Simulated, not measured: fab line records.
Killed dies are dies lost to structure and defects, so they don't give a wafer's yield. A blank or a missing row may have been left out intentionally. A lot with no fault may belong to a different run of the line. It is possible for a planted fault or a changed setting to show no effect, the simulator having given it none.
Matching of chambers    flow n5-finfet    pecvd-04 running N5_PASSIVATION_PECVD_01: 3 sister chambers
The step deposits SiNx from SiH4/NH3/N2, target thk 200 nm, time 43.2 s. 3 wafers are shown with their chamber, then 7 later ones without.

EACH WAFER AND ITS CHAMBER
wafer   chamber  throttle-valve-pct (%)
L622.3  2        25.8
L631.1  1        31.9
L631.2  0        29.1

WAFERS MISSING THEIR CHAMBER
wafer   throttle-valve-pct (%)
L631.4  31.9
L634.1  28.8
L634.2  26.4
L634.6  26.1
L636.1  31.7
L636.2  29.0
L636.5  29.2

THE CHAMBER EACH PASSED THROUGH
wafer   from the rows above  in truth
L631.4  1                    1
L634.1  0                    0
L634.2  2                    2
L634.6  2                    2
L636.1  1                    1
L636.2  0                    0
L636.5  0                    0
Correct placement for 7 of the 7. Left unplaced by these rows: 0. Placed wrongly: 0.
How it was worked out, from the rows above alone: a wafer's distance from a chamber is the root of the sum, over the readings, of the square of ((its reading less the chamber's mean) divided by the reading's scatter). The wafer belongs to the nearest chamber; if the next one is less than 2 further off, it can't be placed. A chamber's mean is the mean of its shown wafers. The scatter (one wafer shown for each chamber): square how far every hidden wafer sits from the nearest shown wafer, average those squares and take the square root.
